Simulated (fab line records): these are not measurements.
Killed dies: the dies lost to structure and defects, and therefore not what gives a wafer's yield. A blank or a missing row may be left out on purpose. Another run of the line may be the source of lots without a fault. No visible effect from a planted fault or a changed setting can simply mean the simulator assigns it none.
8D (eight disciplines) problem report, filled in by code	flow nand harc	the parts of the form that need people (team, actions taken, sign-off) are left out

## 1. WHAT WENT WRONG
Wafers without a fault read 62, standard deviation 15; killed at array at NHARC_END_SORT_01 reads a mean of 672 on 4 wafers belonging to 3 lots. Relative to the usual mean, that is a shift of +41 standard deviations.
Earliest sighting: wafer L723.3 on prober-02 at day 33 08:45. At this step, 21 wafers from 7 lots have a number in the record. By rule, "out" or "out of limits" means more than 4 standard deviations away from the usual mean. All remaining wafers that have a number are taken as sound.

## 2. WHAT THIS IS AND IS NOT
question	is	is not
which readings at this step	killed at array, killed dies	killed at periphery
which lots	L723, L725, L726	L704, L716, L717, L727
which wafers of those lots	L723.3, L723.5, L725.6, L726.5	L723.6, L725.2, L725.5, L726.1, L726.6
read on which gauges	prober-01, prober-02	-
when	from day 33 08:45	up to then (10 sound wafers); but 7 sound wafers of L723, L725, L726, L727 came after

## 3. THE SUSPECTS, EACH WITH WHAT RULES IT OUT
Counting: if a tool at a process step up to the reading ran every lot that is out, it stays a suspect. Sound lots after the first of them don't rule it out here, since some wafers of a struck lot are sound.
- the gauge at NHARC_END_SORT_01 has been ruled out. 2 gauges (prober-01, prober-02) read the wafers that are out.
- rie diel-01 at NHARC_A_CONTACT_ETCH_88 (etches the open film in CF4, target depth 39 nm, time 65 s): kept. Every lot that is out went through it, the first being L723 (day 31 05:31); the last sound lot it ran before that was L717 (day 27 01:12). Its own readings are out on those wafers: oes product au.
- Within rie diel-01 at NHARC_A_CONTACT_ETCH_88: the wafers that are out ran in chamber 0; their sound lot-mates ran in chambers 1, 3.
Left after counting: rie diel-01 at NHARC_A_CONTACT_ETCH_88.

## 4. THE CAUSE (what the simulator had put in)
rie diel-01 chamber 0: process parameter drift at NHARC_A_CONTACT_ETCH_88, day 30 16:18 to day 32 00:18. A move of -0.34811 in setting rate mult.
After counting, this tool was the only one left.

## 5. THE CHAIN OF EFFECTS, in route order
Rows list readings where the struck wafers' mean (over those with a number) sits beyond 3 standard deviations from the usual. Scope: only readings with a usual standard deviation given in the record; hours: median across lots of the time from each lot's start at the first step in this table that gives one to its start at this step; sigmas: change in usual standard deviations.
hours	step	reading	usual	on struck wafers	change	sigmas
0	NHARC_A_CONTACT_ETCH_88	oes product au	1.007 a.u.	0.790	-0.217	-22
51	NHARC_END_SORT_01	killed at array	62	672	+610	+41
51	NHARC_END_SORT_01	killed dies	66	677	+611	+41
The process steps in it:
- NHARC_A_CONTACT_ETCH_88: etches the open film in CF4, target depth 39 nm, time 65 s.

## 6. HOW IT WOULD HAVE BEEN CAUGHT EARLIER
In this record the first reading out of limits at a measuring or inspecting step was taken at day 33 08:45, 64 hours after the fault began at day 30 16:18.
The tool's own readings at NHARC_A_CONTACT_ETCH_88 were out on every struck wafer that the step has a row for (oes product au): an alarm limit on them would have fired on the first of those.
All the lots that are out (3) had begun NHARC_A_CONTACT_ETCH_88 on rie diel-01 by day 33 08:45. Holding the tool at that point would not have protected any of them.
